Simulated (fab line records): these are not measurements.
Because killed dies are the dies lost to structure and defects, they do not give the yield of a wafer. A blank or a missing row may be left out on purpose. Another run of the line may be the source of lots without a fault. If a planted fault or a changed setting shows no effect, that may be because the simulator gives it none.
Chamber matching -- flow nand harc -- 4 sister chambers for NHARC_A_STAIRCASE_DESCUM_443 on rie diel-06
The step chemistry O2, time 3 s. 4 wafers are shown with their chamber, then 11 later ones without.

== WAFERS WITH THEIR CHAMBER ==
wafer,chamber,showerhead plenum p Torr (Torr)
L082.5,2,1.95
L084.3,1,1.97
L084.6,3,1.99
L084.1,0,1.87

== WAFERS WHOSE CHAMBER IS MISSING ==
wafer,showerhead plenum p Torr (Torr)
L084.4,1.95
L084.5,1.87
L089.4,1.87
L089.5,1.99
L089.6,1.97
L092.1,1.97
L092.3,1.87
L092.5,1.87
L091.1,1.87
L091.3,1.98
L091.6,1.87

== CHAMBER TAKEN BY EACH ==
wafer,from the rows above,in truth
L084.4,2,2
L084.5,0,0
L089.4,0,0
L089.5,3,3
L089.6,1,1
L092.1,1,1
L092.3,0,0
L092.5,0,0
L091.1,0,0
L091.3,can't be placed: 1 or 3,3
L091.6,0,0
10 of 11 placed correctly. These rows do not allow placing 1 (true chamber among the candidates in 1). 0 placed wrongly.
How it was worked out, from the rows above alone: a wafer's distance from a chamber is the root of the sum, over the readings, of the square of ((its reading less the chamber's mean) divided by the reading's scatter). If the next closest chamber is less than 2 further off than the closest, the wafer can't be placed; otherwise it belongs to the closest. For every chamber, the mean is computed from those of its wafers that are shown. The scatter: with one shown wafer a chamber, the root of the mean of the squares of how far each hidden wafer lies from its nearest shown one.
